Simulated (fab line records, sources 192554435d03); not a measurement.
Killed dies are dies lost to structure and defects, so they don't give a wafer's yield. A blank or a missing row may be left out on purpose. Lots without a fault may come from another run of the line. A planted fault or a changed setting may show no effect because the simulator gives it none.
Split-lot experiment | flow n5_finfet | 7 lots, 21 wafers read, on a route of 1938 steps

THE SPLIT
At N5_PASSIVATION_PASS_ETCH_47 (etches SiNx in CF4/O2, target depth 770 nm, time 385 s), the setting source_w was moved away from the recipe's 535 W on 10 of the 21 wafers read, by -15.9% to +12.1%. The other wafers ran this setting at the recipe's value.

The reading is taken at the split's own step.

THE READING
rf_vpp_V, in V, at N5_PASSIVATION_PASS_ETCH_47 (etches SiNx in CF4/O2, target depth 770 nm, time 385 s). Fault-free wafers of this fab line usually give 239 V, standard deviation 4.6 V.

wafer  | tool, chamber at the split | source_w as run, W | against the recipe | rf_vpp_V, V | against lot-mates on the recipe
L076.2 | rie_diel-04, 3             | 457.4              | -14.5%             | 263         | no lot-mate on the recipe
L076.4 | rie_diel-04, 2             | 457.4              | -14.5%             | 265         | no lot-mate on the recipe
L076.5 | rie_diel-04, 2             | 457.4              | -14.5%             | 267         | no lot-mate on the recipe
L078.4 | rie_diel-01, 0             | 467                | -12.7%             | 253         | +20
L078.5 | rie_diel-01, 2             | 467                | -12.7%             | 264         | +31
L078.6 | rie_diel-01, 3             | 535                | recipe             | 233         | -
L080.2 | rie_diel-04, 3             | 487.6              | -8.9%              | 255         | +12
L080.3 | rie_diel-04, 2             | 487.6              | -8.9%              | 257         | +14
L080.4 | rie_diel-04, 2             | 535                | recipe             | 243         | -
L088.1 | rie_diel-04, 2             | 535                | recipe             | 245         | -
L088.2 | rie_diel-04, 1             | 535                | recipe             | 244         | -
L088.4 | rie_diel-04, 3             | 535                | recipe             | 242         | -
L087.1 | rie_diel-03, 2             | 535                | recipe             | 239         | -
L087.2 | rie_diel-03, 0             | 600                | +12.1%             | 223         | -16
L087.5 | rie_diel-03, 0             | 600                | +12.1%             | 224         | -15
L089.1 | rie_diel-04, 0             | 535                | recipe             | 239         | -
L089.3 | rie_diel-04, 1             | 535                | recipe             | 243         | -
L089.4 | rie_diel-04, 2             | 535                | recipe             | 245         | -
L097.1 | rie_diel-03, 0             | 535                | recipe             | 236         | -
L097.3 | rie_diel-03, 1             | 450                | -15.9%             | 267         | +27
L097.5 | rie_diel-03, 2             | 535                | recipe             | 244         | -

THE FIT
A straight line over all 21 wafers: rf_vpp_V changes by -1.54 V for each +1% of source_w; r = -0.96; the points scatter about the line by 3.6 V.
The same after taking each lot's own level away (the mean of its wafers on the recipe; 18 wafers): -1.61 V for each +1%; r = -0.96; scatter 3.5 V.
On that fit, the largest move of source_w shifts the reading by 26 V.
The lots' own levels span 233.0 to 243.7 V, that is 2.3 times the standard deviation above.
So the lot-to-lot level changes the slope little: the two slopes agree.
Check: with one of the wafers moved furthest among these (-15.9%) left out of the fit, the line predicts +26.3 V for it against its lot-mates. It came out at +27 V against them.
Tool readings at the split's step, against how far the setting was moved: rf_vpp_V r = -0.96.

OTHER SPLITS ON THESE WAFERS
These wafers also went through other splits before the reading. Each is held against what the fit with the lots' levels taken away leaves over:
other split on the same wafers | wafers away from the commonest value | r with rf_vpp_V (lot level and that fit taken away)
N5_BEOL_M14_SPUTTER_44 time_s  | 5                                    | +0.28
N5_PASSIVATION_PECVD_53 time_s | 7                                    | +0.37

THE WHOLE CHAIN: every reading that the file lists as answering this split, in the file's order
step                        | what it does                                           | reading                                                        | change (the file's fit)              | r (the file's)
N5_PASSIVATION_PASS_ETCH_47 | etches SiNx in CF4/O2, target depth 770 nm, time 385 s | rf_vpp_V                                                       | -1.65 V for each +1% of the setting  | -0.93
N5_PASSIVATION_PASS_ETCH_47 | etches SiNx in CF4/O2, target depth 770 nm, time 385 s | etch.depth_nm (the simulator's own value, which no gauge read) | +7.35 nm for each +1% of the setting | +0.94

THE FILE'S OWN FIT
rf_vpp_V changes by -1.65 V for each +1% of source_w, r = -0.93.
